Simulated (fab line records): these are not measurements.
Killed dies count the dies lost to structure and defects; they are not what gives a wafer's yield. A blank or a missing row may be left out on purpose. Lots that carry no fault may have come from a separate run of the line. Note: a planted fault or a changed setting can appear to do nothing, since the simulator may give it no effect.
8D (eight disciplines) problem report, filled in by code | flow nand harc | the parts of the form that need people (team, actions taken, sign-off) are left out

1. THE ISSUE
At NHARC_A_STAIRCASE_TRIM_229, run length s averages 304.8 s over 3 wafers from 2 lots, while fault-free wafers read 232.4 s, standard deviation 0.31. So: +99 or more standard deviations from the usual mean.
The step: chemistry O2, time 211.2 s.
Seen first at day 21 12:23 on rie diel-12, wafer L185.1. The record holds 42 wafers of 14 lots with a number at this step. The rule behind "out" and "out of limits": a value lying over 4 standard deviations away from the usual mean. All remaining wafers that have a number are taken as sound.

2. WHAT IT IS, AND WHAT IT ISN'T
question                    | is                     | is not
which readings at this step | run length s           | drypump motor current A, o2 flow sccm, oes product au, rf vpp V, showerhead plenum p Torr
which lots                  | L185, L186             | L173, L174, L175, L176, L177, L178, L179, L181, L182, L193, L194, L195
which wafers of those lots  | L185.1, L185.6, L186.3 | L185.3, L186.1, L186.5
read on which tools         | rie diel-12            | rie diel-05, rie diel-09
when                        | from day 21 12:23      | up to then (28 sound wafers); but 11 sound wafers of L186, L193, L194, L195 came after

3. THE SUSPECTS, EACH WITH WHAT RULES IT OUT
Counting: a tool at a process step up to the reading stays a suspect if it ran every lot that is out. Sound lots after the first of them don't rule it out here, since some wafers of a struck lot are sound.
- rie diel-12 at NHARC_A_STAIRCASE_TRIM_229 (chemistry O2, time 211.2 s): kept. It processed each lot that is out (first: L185, day 21 12:23); up to then, its last sound lot is L181 (day 19 04:41). On those wafers its own readings are out: run length s.
- At NHARC_A_STAIRCASE_TRIM_229, inside rie diel-12: chamber 1 took the wafers that are out, while their sound lot-mates went through chambers 0, 2.
Remaining after the count: rie diel-12 at NHARC_A_STAIRCASE_TRIM_229.

4. THE CAUSE (what the simulator had put in)
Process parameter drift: rie diel-12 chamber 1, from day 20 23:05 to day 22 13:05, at NHARC_A_STAIRCASE_TRIM_229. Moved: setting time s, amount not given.
This tool alone remained once counting was done.

5. THE EFFECT CHAIN, in route order
Each row: a reading where the mean over the struck wafers with a number is more than 3 standard deviations away from the usual. Only readings whose record carries a usual standard deviation are examined. hours: median over the lots of the time between each lot's start at the first step of this table that gives one and its start at this step. sigmas: the change, counted in usual standard deviations.
hours | step                       | reading      | usual   | on struck wafers | change | sigmas
0     | NHARC_A_STAIRCASE_TRIM_229 | run length s | 232.4 s | 304.8            | +72.4  | +99 or more
It contains these process steps:
- NHARC_A_STAIRCASE_TRIM_229: chemistry O2, time 211.2 s.

6. WHAT WOULD HAVE CAUGHT IT SOONER
First out-of-limits reading in this record: day 21 12:23, which is 13 hours after fault onset at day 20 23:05.
